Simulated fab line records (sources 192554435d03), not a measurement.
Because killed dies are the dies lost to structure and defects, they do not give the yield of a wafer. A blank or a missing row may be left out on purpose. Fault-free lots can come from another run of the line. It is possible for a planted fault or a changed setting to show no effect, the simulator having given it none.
fab line records / flow n5Finfet
[record] lots = 4 wafers = 12 lastDay = 18
route steps=1938 shown HKMG_FIN@433 GATE_CUT@465 PASSIVATION@1936
lots that met no fault: taken from a fault-free run of the same line
startH: hours from the record's first day to the start of the lot's first wafer shown / waitH: hours elapsed since this lot's preceding step / " as in the row above / L1.1+2: a single row standing in for several wafers / - either no value or no given start / * or withheld: withheld / < > ~ a bound
route shown NAME@n: a module of which the file shows steps, and the number in the route of the first / usual: mean/standard deviation of fault-free wafers / same: alike in all rows / chamber/n: place in a boat / sites: each site's reading / _std_site: the standard deviation of these / _edge_site: outer sites' mean less inner sites' / radiusMm: for every site, how far away it sits from the centre of the wafer / mask NAME#n: copy n / behind: the tool/chamber that last shaped the wafer / hold: the reason the lot was held/the length of the hold in hours/how it ended / device: whichever transistor did not switch (one of n, p or np) / end of line: tests of these same wafers at the route's end / step lacking rows: just its recipe / killed: count of dies lost to structure and defects at first sort (not the wafer's yield) / map: a wafer's dies, x killed, . not, _ none there
set.NAME: the setting as run; set.NAME@STEP: as run at that earlier step / model.NAME: the simulator's own value behind a step, which no gauge read
lots at some steps of the route; a table a step, a row a wafer
services: a tool's chamber out of use, with start hour (startH, from the record's first day; less than 0 if before it), hours out, and reason
[[steps]]
[step N5_HKMG_FIN_DESCUM_17]
[recipe] chemistry = O2 timeS = 7.9 sourcePowerW = 50 biasPowerW = 20 pressureMtorr = 20 rfFrequencyHz = 2.712e+07 tempC = 40 resist = CAR-ArF o2FlowSccm = 225
[step N5_HKMG_FIN_ETCH_31]
[recipe] chemistry = CF4 target = SiARC targetDepthA = 455 maskMaterial = CAR-ArF timeS = 75.8 ionEnergyEv = 80 pressureMtorr = 40 sourceW = 545 biasW = 36 Ar_flow_sccm = 100 cf4FlowSccm = 100 ends = cleared
[step N5_HKMG_FIN_ETCH_32]
[recipe] chemistry = N2/H2 target = SOC targetDepthA = 2400 tempC = 40 timeS = 300 ionEnergyEv = 200 maskMaterial = SiARC pressureMtorr = 30 sourceW = 840 biasW = 150 n2FlowSccm = 200 h2FlowSccm = 200
[step N5_HKMG_FIN_STRIP_33]
[recipe] chemistry = N2/H2 tempC = 40 n2FlowSccm = 200 h2FlowSccm = 200 rfFrequencyHz = 6e+07
[step N5_HKMG_FIN_STRIP_34]
[recipe] chemistry = CF4 resist = SiARC powerW = 300 biasPowerW = 75 pressureMtorr = 50 cf4FlowSccm = 150 rfFrequencyHz = 6e+07
[step N5_HKMG_FIN_ETCH_35]
[recipe] chemistry = N2/H2 target = SOC targetDepthA = 2158 ionEnergyEv = 65 biasW = 5 sourceW = 3000 timeS = 243.4 pressureMtorr = 30 n2FlowSccm = 200 h2FlowSccm = 200
[step N5_HKMG_FIN_STRIP_92]
[recipe] chemistry = N2/H2 material = SOC timeS = 20 powerW = 500 tempC = 40 pressureMtorr = 50 rfFrequencyHz = 6e+07 biasPowerW = 8 h2Frac = 0.5 n2FlowSccm = 300 h2FlowSccm = 300
[step N5_HKMG_FIN_WET_ETCH_18]
[recipe] chemistry = SC1 target = TiN mix = 1:1:5 tempC = * timeS = 55 targetDepthNm = 5.2 dry = ipaMarangoni rinseTimeS = 30 rinseTempC = 23
[step N5_HKMG_FIN_STRIP_19]
[recipe] chemistry = N2/H2 powerW = 2500 tempC = 300 h2Frac = 0.65 timeS = 360 pressureMtorr = withheld n2FlowSccm = 1750 h2FlowSccm = 3250
[step N5_HKMG_FIN_ALD_91]
[recipe] material = TiN targetThkA = 10 tempC = 400 aldPrecursorFamily = TiCl4 aldCoReactant = NH3 pulseTimeS = 1 purgeTimeS = 3 coReactantPurgeTimeS = 2 coReactantPulseTimeS = 2 aldCycles = 47 pressureTorr = 3
[usual] heaterPowerW = 864/64 precursorPulseHeightRel = 1.001/0.021
[same] coReactantPurgeTimeS = 2
lot.wafer=L136.3 tool=aldMetal-02 chamber=3 startH=108.37 waitH=0.1 heaterPowerW=801 precursorPulseHeightRel=1.002
lot.wafer=L136.4 tool=aldMetal-02 chamber=2 startH=108.37 waitH=0.1 heaterPowerW=874 precursorPulseHeightRel=1.008
lot.wafer=L136.6 tool=aldMetal-02 chamber=2 startH=108.37 waitH=0.1 heaterPowerW=881 precursorPulseHeightRel=1.000
lot.wafer=L141.2 tool=aldMetal-02 chamber=0 startH=133.43 waitH=0.3 heaterPowerW=984 precursorPulseHeightRel=1.039
lot.wafer=L141.5 tool=aldMetal-02 chamber=0 startH=133.43 waitH=0.3 heaterPowerW=947 precursorPulseHeightRel=1.018
lot.wafer=L141.6 tool=aldMetal-02 chamber=3 startH=133.43 waitH=0.3 heaterPowerW=797 precursorPulseHeightRel=1.004
lot.wafer=L143.1 tool=aldMetal-02 chamber=3 startH=146.00 waitH=0.3 heaterPowerW=806 precursorPulseHeightRel=0.956
lot.wafer=L143.2 tool=aldMetal-02 chamber=0 startH=146.00 waitH=0.3 heaterPowerW=950 precursorPulseHeightRel=0.978
lot.wafer=L143.6 tool=aldMetal-02 chamber=0 startH=146.00 waitH=0.3 heaterPowerW=975 precursorPulseHeightRel=1.000
lot.wafer=L154.3 tool=aldMetal-04 chamber=3 startH=210.52 waitH=0.1 heaterPowerW=931 precursorPulseHeightRel=0.985
lot.wafer=L154.5 tool=aldMetal-04 chamber=0 startH=210.52 waitH=0.1 heaterPowerW=771 precursorPulseHeightRel=1.039
lot.wafer=L154.6 tool=aldMetal-04 chamber=1 startH=210.52 waitH=0.1 heaterPowerW=868 precursorPulseHeightRel=0.985
[step N5_HKMG_FIN_COAT_85]
[recipe] resist = SOC tempC = 250 timeS = 60 spinRpm = 1500 resistThkNm = 300
[step N5_HKMG_FIN_ETCH_86]
[recipe] chemistry = N2/H2 target = SOC targetDepthA = 3932 stopOn = TiN ionEnergyEv = 100 biasW = 61 pressureMtorr = 30 sourceW = 850 n2FlowSccm = 200 h2FlowSccm = 200
[step N5_HKMG_FIN_STRIP_89]
[recipe] chemistry = N2/H2 material = SOC timeS = 20 powerW = 500 tempC = 40 pressureMtorr = 50 rfFrequencyHz = 6e+07 biasPowerW = 8 h2Frac = 0.5 n2FlowSccm = 300 h2FlowSccm = 300
[step N5_HKMG_FIN_WET_ETCH_87]
[recipe] chemistry = SC1 target = TiN mix = 1:2:40 tempC = 50 timeS = 154.2 targetDepthNm = 4.7 dry = ipaMarangoni rinseTimeS = 30 rinseTempC = 23
[step N5_HKMG_FIN_STRIP_88]
[recipe] chemistry = N2/H2 powerW = 2500 tempC = 300 h2Frac = 0.65 timeS = 360 pressureMtorr = withheld n2FlowSccm = 1750 h2FlowSccm = 3250
[step N5_HKMG_FIN_NWFM_ALD_20]
[recipe] material = TiAlC targetThkA = 20 tempC = 300 aldPrecursorFamily = TiCl4 aldCoReactant = TEA pulseTimeS = 3 purgeTimeS = 2 coReactantPurgeTimeS = 2 coReactantPulseTimeS = 10 aldCycles = 7 pressureTorr = 3
[step N5_HKMG_FIN_ALD_71]
[recipe] material = TiN targetThkA = 10 tempC = 400 aldPrecursorFamily = TiCl4 aldCoReactant = NH3 pulseTimeS = 1 purgeTimeS = 3 coReactantPurgeTimeS = 2 coReactantPulseTimeS = 2 aldCycles = 47 pressureTorr = 3
[step N5_HKMG_FIN_COAT_66]
[recipe] resist = SOC tempC = 250 timeS = 60 spinRpm = 1500 resistThkNm = 300
[step N5_HKMG_FIN_ETCH_67]
[recipe] chemistry = N2/H2 target = SOC targetDepthA = 3889 stopOn = TiN ionEnergyEv = 100 biasW = 61 pressureMtorr = 30 sourceW = 850 n2FlowSccm = 200 h2FlowSccm = 200
[step N5_HKMG_FIN_STRIP_90]
[recipe] chemistry = N2/H2 material = SOC timeS = 20 powerW = 500 tempC = 40 pressureMtorr = 50 rfFrequencyHz = 6e+07 biasPowerW = 8 h2Frac = 0.5 n2FlowSccm = 300 h2FlowSccm = 300
[step N5_HKMG_FIN_WET_ETCH_73]
[recipe] chemistry = SC1 mix = 1:2:40 tempC = 50 timeS = 42.3 targetDepthNm = 1.3 dry = ipaMarangoni rinseTimeS = 30 rinseTempC = 23
[step N5_HKMG_FIN_ETCHBACK_68]
[recipe] chemistry = Cl2/Ar stopOn = HfO2 targetDepthA = 5 pressureMtorr = 10 icpW = 600 biasW = 60 Cl2_flow_sccm = 40 Ar_flow_sccm = 60
[step N5_HKMG_FIN_STRIP_69]
[recipe] chemistry = N2/H2 powerW = 2500 tempC = 300 h2Frac = 0.65 timeS = 360 pressureMtorr = withheld n2FlowSccm = 1750 h2FlowSccm = 3250
[step N5_HKMG_FIN_ALD_21]
[recipe] material = TiN targetThkA = 15 tempC = 400 aldPrecursorFamily = TiCl4 aldCoReactant = NH3 pulseTimeS = 1 purgeTimeS = 3 coReactantPurgeTimeS = 2 coReactantPulseTimeS = 2 aldCycles = 68 pressureTorr = 3
[step N5_HKMG_FIN_ALD_72]
[recipe] material = W targetThkA = 20 tempC = 300 pressureTorr = 7.5 aldPrecursorFamily = WF6 aldCoReactant = B2H6 pulseTimeS = 1 purgeTimeS = 2 coReactantPurgeTimeS = 2 coReactantPulseTimeS = 3 aldCycles = 7
[step N5_HKMG_FIN_W_FILL_22]
[recipe] material = W targetThkA = 600 tempC = 400 pressureTorr = 39.4 timeS = 18.2
[step N5_HKMG_FIN_PRECLEAN_83]
[recipe] chemistry = DIW timeS = 57.5 tempC = 23
[step N5_HKMG_FIN_SRD_84]
[recipe] dryTimeS = 32 dry = n2Spin spinRpm = 1500
[step N5_HKMG_FIN_CMP_23]
[recipe] stopOn = SiNx tOverpolishS = 10 postCmpClean = rinseOnly downForcePsi = 4 platenRpm = 50.289 padVelocityMS = 1.0006 targetThkNm = 46.326
[step N5_HKMG_FIN_CMP_94]
[recipe] stopOn = SiNx postCmpClean = wDiluteNh4oh tOverpolishS = 4.7 downForcePsi = 4 platenRpm = 50.289 padVelocityMS = 1.0006 targetThkNm = 43.299
[step N5_GATE_CUT_ETCHBACK_00]
[recipe] chemistry = SF6/Cl2 target = W pressureMtorr = 8 icpW = 900 biasW = 80 SF6_flow_sccm = 40 Cl2_flow_sccm = 60
[step N5_GATE_CUT_ETCH_56]
[recipe] chemistry = Cl2/Ar target = TiN targetDepthA = 216 pressureMtorr = 10 icpW = 600 biasW = 60 Cl2_flow_sccm = 40 Ar_flow_sccm = 60
[step N5_GATE_CUT_ETCHBACK_30]
[recipe] chemistry = Cl2/Ar target = TiN targetDepthA = 30 mode = isotropic pressureMtorr = 10 icpW = 600 biasW = 60 Cl2_flow_sccm = 40 Ar_flow_sccm = 60
[step N5_GATE_CUT_VAPOR_ETCH_60]
[recipe] chemistry = BCl3/Cl2 target = HfO2 mode = isotropic
[step N5_GATE_CUT_ETCH_58]
[recipe] chemistry = CH3F/O2 target = SiNx targetDepthA = 170 timeS = 128.6 ionEnergyEv = 50 pressureMtorr = 30 sourceW = 415 biasW = 21 Ar_flow_sccm = 150 CH3F_flow_sccm = 30 O2_flow_sccm = 20
[step N5_GATE_CUT_STRIP_59]
[recipe] chemistry = N2/H2 timeS = 20 powerW = 100 tempC = 40 pressureMtorr = 100 rfFrequencyHz = 6e+07 biasPowerW = 3 n2FlowSccm = 300 h2FlowSccm = 300
[step N5_GATE_CUT_PRECLEAN_31]
[recipe] tempC = 23 chemistry = DIW timeS = 300
[step N5_PASSIVATION_PROBE_49]
[usual] defectLimitedYield = 91.1/1.5 killed_at_M0_to_M3 = 35/9.5 killed_at_M4_up = 13/5.2 killedAtContacts = 12/6.1 killedAtFrontEnd = 41/14 killedAtOther = 3.8/2.9 killedDies = 105/17 killedOnRim = 13/4.1 killedOpen = 70/13 killedShort = 33/8.4 sort_bin_5_function = 5.1/0.97 sort_bin_6_memory = 3.4/0.69 sortNPass = 1075/17 sortYieldPct = 91.1/1.5
[same] grossDies = 1180 killedAtBackSide = 0 sort_bin_4_leakage[%] = 0 sort_bin_8_speed[%] = 0
lot.wafer=L136.3 tool=prober-01 chamber=- startH=316.14 waitH=0.1 defectLimitedYield[%]=90.9 killed_at_M0_to_M3=44 killed_at_M4_up=15 killedAtContacts=12 killedAtFrontEnd=31 killedAtOther=5 killedDies=107 killedOnRim=11 killedOpen=73 killedShort=32 sort_bin_5_function[%]=4.7 sort_bin_6_memory[%]=4.1 sortNPass=1073 sortYieldPct[%]=90.9
lot.wafer=L136.4 tool=prober-01 chamber=- startH=316.19 waitH=0.2 defectLimitedYield[%]=91.4 killed_at_M0_to_M3=36 killed_at_M4_up=11 killedAtContacts=7 killedAtFrontEnd=37 killedAtOther=10 killedDies=101 killedOnRim=18 killedOpen=57 killedShort=43 sort_bin_5_function[%]=4.7 sort_bin_6_memory[%]=3.4 sortNPass=1079 sortYieldPct[%]=91.4
lot.wafer=L136.6 tool=prober-01 chamber=- startH=316.29 waitH=0.3 defectLimitedYield[%]=89.7 killed_at_M0_to_M3=56 killed_at_M4_up=19 killedAtContacts=12 killedAtFrontEnd=31 killedAtOther=3 killedDies=121 killedOnRim=16 killedOpen=89 killedShort=31 sort_bin_5_function[%]=6.2 sort_bin_6_memory[%]=3.9 sortNPass=1059 sortYieldPct[%]=89.7
lot.wafer=L141.2 tool=prober-01 chamber=- startH=337.10 waitH=0.1 defectLimitedYield[%]=88.2 killed_at_M0_to_M3=14 killed_at_M4_up=4 killedAtContacts=9 killedAtFrontEnd=112 killedAtOther=0 killedDies=139 killedOnRim=21 killedOpen=41 killedShort=16 sort_bin_5_function[%]=7.0 sort_bin_6_memory[%]=2.5 sortNPass=1041 sortYieldPct[%]=88.2
lot.wafer=L141.5 tool=prober-01 chamber=- startH=337.25 waitH=0.2 defectLimitedYield[%]=87.4 killed_at_M0_to_M3=29 killed_at_M4_up=7 killedAtContacts=7 killedAtFrontEnd=106 killedAtOther=0 killedDies=149 killedOnRim=18 killedOpen=46 killedShort=17 sort_bin_5_function[%]=7.5 sort_bin_6_memory[%]=2.9 sortNPass=1031 sortYieldPct[%]=87.4
lot.wafer=L141.6 tool=prober-01 chamber=- startH=337.30 waitH=0.3 defectLimitedYield[%]=85.8 killed_at_M0_to_M3=16 killed_at_M4_up=7 killedAtContacts=16 killedAtFrontEnd=124 killedAtOther=5 killedDies=168 killedOnRim=23 killedOpen=55 killedShort=17 sort_bin_5_function[%]=9.2 sort_bin_6_memory[%]=2.5 sortNPass=1012 sortYieldPct[%]=85.8
lot.wafer=L143.1 tool=prober-01 chamber=- startH=354.34 waitH=0.0 defectLimitedYield[%]=83.6 killed_at_M0_to_M3=26 killed_at_M4_up=18 killedAtContacts=9 killedAtFrontEnd=136 killedAtOther=4 killedDies=193 killedOnRim=28 killedOpen=65 killedShort=33 sort_bin_5_function[%]=10.1 sort_bin_6_memory[%]=4.3 sortNPass=987 sortYieldPct[%]=83.6
lot.wafer=L143.2 tool=prober-01 chamber=- startH=354.39 waitH=0.1 defectLimitedYield[%]=80.4 killed_at_M0_to_M3=36 killed_at_M4_up=17 killedAtContacts=20 killedAtFrontEnd=158 killedAtOther=0 killedDies=231 killedOnRim=32 killedOpen=92 killedShort=46 sort_bin_5_function[%]=12.0 sort_bin_6_memory[%]=5.3 sortNPass=949 sortYieldPct[%]=80.4
lot.wafer=L143.6 tool=prober-01 chamber=- startH=354.59 waitH=0.3 defectLimitedYield[%]=83.2 killed_at_M0_to_M3=34 killed_at_M4_up=12 killedAtContacts=16 killedAtFrontEnd=135 killedAtOther=1 killedDies=198 killedOnRim=31 killedOpen=78 killedShort=32 sort_bin_5_function[%]=10.5 sort_bin_6_memory[%]=4.6 sortNPass=982 sortYieldPct[%]=83.2
// killed by level:class
L136.3 BEOL_M1:geometricParticle:open=14 MOL_CONTACT_COAG:geometricParticle:open=9 BEOL_M0_SAQP:geometricParticle:open=8 FIN_SAQP:geometricParticle:open=7 BEOL_M0_SAQP:geometricParticle:short=7 BEOL_M4:geometricParticle:open=6 BEOL_M0:geometricParticle:open=5 BEOL_M1:geometricParticle:short=5
L136.4 FIN_SAQP:geometricParticle:open=13 FIN_SAQP:geometricParticle:short=11 BEOL_M0_SAQP:geometricParticle:short=10 BEOL_M0_SAQP:geometricParticle:open=8 MOL_CONTACT_COAG:geometricParticle:open=7 MIM_TOP:geometricParticle:short=7 BEOL_M0:geometricParticle:open=6 BEOL_M2:geometricParticle:open=4
L136.6 BEOL_M0:geometricParticle:open=17 BEOL_M0_SAQP:geometricParticle:open=14 MOL_CONTACT_COAG:geometricParticle:open=12 BEOL_M4:geometricParticle:open=12 BEOL_M0_SAQP:geometricParticle:short=11 FIN_SAQP:geometricParticle:short=6 BEOL_M3:geometricParticle:open=6 FIN_SAQP:geometricParticle:open=5
L141.2 HKMG_FIN:unspecified=82 STI_FIN_REVEAL:geometricParticle:open=8 MOL_CONTACT_COAG:geometricParticle:open=8 BEOL_M0_SAQP:geometricParticle:open=6 BEOL_M4:geometricParticle:open=4 DUMMY_GATE:geometricParticle:open=3 BEOL_M3:geometricParticle:open=3 GATE_CUT:geometricParticle:short=3
L141.5 HKMG_FIN:unspecified=84 BEOL_M3:geometricParticle:open=9 BEOL_M2:geometricParticle:open=7 STI_FIN_REVEAL:geometricParticle:open=6 MOL_CONTACT_COAG:geometricParticle:open=5 BEOL_M0_SAQP:geometricParticle:short=5 FIN_SAQP:geometricParticle:open=4 BEOL_M0_SAQP:geometricParticle:open=4
L141.6 HKMG_FIN:unspecified=96 MOL_CONTACT_COAG:geometricParticle:open=14 STI_FIN_REVEAL:geometricParticle:open=11 BEOL_M0_SAQP:geometricParticle:short=6 GATE_CUT:geometricParticle:short=5 BEOL_M3:geometricParticle:open=5 FIN_SAQP:geometricParticle:open=4 DUMMY_GATE:geometricParticle:open=3
L143.1 HKMG_FIN:unspecified=95 STI_FIN_REVEAL:geometricParticle:open=11 MOL_CONTACT_COAG:geometricParticle:open=8 BEOL_M0_SAQP:geometricParticle:open=8 BEOL_M0_SAQP:geometricParticle:short=8 BEOL_M4:geometricParticle:open=8 FIN_SAQP:geometricParticle:open=5 ILD0:geometricParticle:short=5
L143.2 HKMG_FIN:unspecified=93 STI_FIN_REVEAL:geometricParticle:open=25 BEOL_M0_SAQP:geometricParticle:short=17 MOL_CONTACT_COAG:geometricParticle:open=14 BEOL_M4:geometricParticle:open=10 BEOL_M0_SAQP:geometricParticle:open=10 DUMMY_GATE:geometricParticle:open=8 FIN_SAQP:geometricParticle:short=7
L143.6 HKMG_FIN:unspecified=86 STI_FIN_REVEAL:geometricParticle:open=18 MOL_CONTACT_COAG:geometricParticle:open=14 BEOL_M0_SAQP:geometricParticle:open=13 FIN_SAQP:geometricParticle:short=11 FIN_SAQP:geometricParticle:open=8 BEOL_M0_SAQP:geometricParticle:short=7 BEOL_M1:geometricParticle:open=7
// map L141.6 (x killed, . not)
_________________x...........________________
______________xxxxxx..........xx_____________
___________xxxxxxxxxx.....x........__________
__________xxxxxxxxx.x.x......x......_________
________xxxxxxxxxxxxxx................_______
_______.xxxxxxxxxxxx...........x.......______
______.xxxxxxxxxxxxxx..................._____
_____...xxxxxxxxxxxxx.................x..____
____.x.x.xxxxxxxxx.x........x.............___
___...x...xxxxx....xx............x.x.......__
___.x......x......x............x...........__
__.........x.......x.......x..x............._
__...............x.x.......x.......x....x..._
_.x........x.x....x.x....................x...
_.........x..............x......x............
_..............x.......x................x....
_..............xx.....................x......
_......................x.....................
_...........................x....x....x......
_..............x.............................
_........x.......x...........x..........x....
__.....................x...........x......x._
__.xx.....x................................._
___.............x......x........x..........__
___...x.........x..........................__
____.................x....................___
_____...............x..x.................____
______.................................._____
_______..x............................x______
________.............................x_______
__________...x......................_________
___________............x..x.x......__________
______________.................._____________
_________________............________________
// map L143.2 (x killed, . not)
_________________x..........x________________
______________x.......x.x......._____________
___________....x...................__________
__________..x.x....x................_________
________......xx...x.x..........x...xx_______
_______..............xx...x.....x.x.x..______
______......x...........x.........x....x_____
_____xx...x...x.....x..........x...x.xx..____
____xxx..x.x..........x.....x.xx..........___
___xxxxxxxxx.x....x......x.x.x....x........__
___xxxxxxx..x..xx.................x........__
__xxxxxxxxx..x...x.xx.............x........._
__xxxxxxx.x.......x...x....x................_
_xxxxxxxxx.x.........xx..............x......x
_xxxxxxxxxxx.x..x..x.....x...................
_xxxxxxxx.xx...x........x.x..........x.......
_xxxxxxxxx...................x...........xx.x
_xxxxxxxx......................x.............
_xxxxxx...x..x........x..x..x........x....x..
_x..x.......x..........x......x..............
_x...x...x................x.x................
__................xx.......................x_
__....x...x.x....xx..........x.........x...._
___.......x......x..x..x......xx.....xx.x..__
___.....x....x....x......xx........x...x...__
____.x...x................................___
_____..........x..................x......____
______..................x........x....x._____
_______.........xx................x....______
________x.....x......x.x.........x...._______
__________.........................._________
___________...........x.x....xx....__________
______________.....xx..........._____________
_________________.......x....________________
[[services]]
tool=aldMetal-02 chamber=1 startH=85.08 hours=- kind=calibration
tool=aldMetal-04 chamber=0 startH=140.80 hours=8.0 kind=repair
tool=aldMetal-04 chamber=0 startH=179.39 hours=16.4 kind=repair
tool=aldMetal-04 chamber=- startH=187.95 hours=1.2 kind=pm
tool=aldMetal-02 chamber=- startH=189.88 hours=0.6 kind=repair
[[key]]
[firstSign] step = N5_PASSIVATION_PROBE_49 reading = killedAtFrontEnd direction = up sigmas = 6.4 usual = 41 struck = 128
[effect] step = N5_PASSIVATION_PROBE_49 reading = defectLimitedYield direction = down sigmas = 4.3 usual = 91.1 struck = 84.8
[moreKillsBornAt] N5_HKMG_FIN_ALD_91@aldMetal-02 = 536
metAt N5_HKMG_FIN_ALD_91
struckWafers L141.2,L141.5,L141.6,L143.1,L143.2,L143.6
onsetBetween 108.37 133.43
[fault] kind = chamberParticleSource tool = aldMetal-02 chamber = - onsetH = 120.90 steps = N5_HKMG_FIN_ALD_91 ratePerVisitCm2 = 0.84613 endH = 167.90
